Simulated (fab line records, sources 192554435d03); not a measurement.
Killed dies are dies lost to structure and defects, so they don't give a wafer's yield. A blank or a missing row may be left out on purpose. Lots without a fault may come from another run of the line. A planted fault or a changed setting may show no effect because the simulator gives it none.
Chamber matching | flow n5_finfet | N5_MOL_CONTACT_COAG_ETCHBACK_132 on rie_diel-05: 4 sister chambers
The step etches SiO2 in CHF3, target depth 10 nm, time 6.7 s. 16 wafers are shown with their chamber, then 8 later ones without.

WAFERS WITH THEIR CHAMBER
wafer  | chamber | throttle_valve_pct (%) | showerhead_plenum_p_Torr (Torr) | oes_product_au (a.u.)
L075.1 | 1       | 18.88                  | 2.36                            | 0.71
L075.4 | 2       | 18.58                  | 2.45                            | 0.68
L075.6 | 0       | 18.35                  | 2.34                            | 0.91
L080.2 | 0       | 18.38                  | 2.34                            | 0.89
L080.3 | 2       | 18.58                  | 2.44                            | 0.66
L080.6 | 0       | 18.38                  | 2.34                            | 0.90
L081.3 | 1       | 18.89                  | 2.36                            | 0.70
L081.5 | 1       | 18.90                  | 2.36                            | 0.70
L081.6 | 0       | 18.39                  | 2.34                            | 0.90
L082.4 | 2       | 18.60                  | 2.44                            | 0.68
L082.5 | 3       | 19.11                  | 2.46                            | 0.71
L082.6 | 2       | 18.59                  | 2.44                            | 0.67
L087.1 | 3       | 19.11                  | 2.46                            | 0.71
L087.3 | 0       | 18.40                  | 2.33                            | 0.88
L087.6 | 0       | 18.39                  | 2.33                            | 0.87
L092.2 | 0       | 18.41                  | 2.33                            | 0.87

SIGNATURES (means of the wafers above)
reading                  | chamber 0 | chamber 1 | chamber 2 | chamber 3 | scatter within a chamber
throttle_valve_pct       | 18.3857   | 18.8900   | 18.5875   | 19.1100   | 0.0149
showerhead_plenum_p_Torr | 2.3357    | 2.3600    | 2.4425    | 2.4600    | 0.00453
oes_product_au           | 0.8886    | 0.7033    | 0.6725    | 0.7100    | 0.0123
Rule: a wafer's distance from a chamber is the root of the sum, over the readings, of the square of ((its reading less the chamber's mean) divided by the reading's scatter). The wafer belongs to the nearest chamber; if the next one is less than 2 further off, it can't be placed. The scatter: the root of (the sum of the squares of (reading less its chamber's mean) over the shown wafers, divided by (wafers less chambers)).

WAFERS WITHOUT THEIR CHAMBER
wafer  | throttle_valve_pct (%) | showerhead_plenum_p_Torr (Torr) | oes_product_au (a.u.)
L092.3 | 19.14                  | 2.46                            | 0.70
L092.6 | 19.15                  | 2.46                            | 0.70
L096.1 | 18.28                  | 2.44                            | 0.96
L096.2 | 19.16                  | 2.45                            | 0.70
L096.5 | 18.43                  | 2.33                            | 0.85
L097.2 | 18.28                  | 2.44                            | 0.96
L097.3 | 18.42                  | 2.33                            | 0.84
L097.5 | 19.16                  | 2.45                            | 0.70

WHICH CHAMBER EACH WENT THROUGH
wafer  | from the rows above | in truth
L092.3 | 3                   | 3
L092.6 | 3                   | 3
L096.1 | 0                   | 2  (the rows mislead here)
L096.2 | 3                   | 3
L096.5 | 0                   | 0
L097.2 | 0                   | 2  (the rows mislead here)
L097.3 | 0                   | 0
L097.5 | 3                   | 3
Placed correctly: 6 of 8. Can't be placed from these rows: 0. Placed wrongly: 2.
